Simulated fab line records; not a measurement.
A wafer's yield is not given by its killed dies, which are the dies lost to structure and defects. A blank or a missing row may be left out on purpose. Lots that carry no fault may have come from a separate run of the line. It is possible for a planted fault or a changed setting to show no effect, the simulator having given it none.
Chamber matching	flow n5_finfet	rie_diel-01 running N5_BEOL_M3_VIA_ETCH_34: 4 sister chambers
The step etches the open film in C4F6/O2, target depth 69.4 nm, time 65.9 s. 4 wafers are shown with their chamber, then 8 later ones without.

== WAFERS PAIRED WITH THEIR CHAMBERS ==
wafer	chamber	drypump_motor_current_A (A)
L080.1	3	6.4
L087.1	1	5.6
L087.6	0	5.1
L091.2	2	5.4

== WAFERS MISSING THEIR CHAMBER ==
wafer	drypump_motor_current_A (A)
L091.3	5.7
L091.4	5.1
L093.2	5.4
L093.4	5.7
L093.5	5.4
L092.2	5.1
L092.5	5.4
L092.6	5.1

== WHICH CHAMBER EACH ONE RAN IN ==
wafer	from the rows above	in truth
L091.3	1	1
L091.4	0	0
L093.2	2	2
L093.4	1	1
L093.5	2	2
L092.2	0	0
L092.5	2	2
L092.6	0	0
8 of 8 placed correctly. Number that these rows cannot place: 0. 0 placed wrongly.
How it was worked out, from the rows above alone: a wafer's distance from a chamber is the root of the sum, over the readings, of the square of ((its reading less the chamber's mean) divided by the reading's scatter). The wafer belongs to the nearest chamber; if the next one is less than 2 further off, it can't be placed. For every chamber, the mean is computed from those of its wafers that are shown. The scatter (one wafer shown for each chamber): square how far every hidden wafer sits from the nearest shown wafer, average those squares and take the square root.
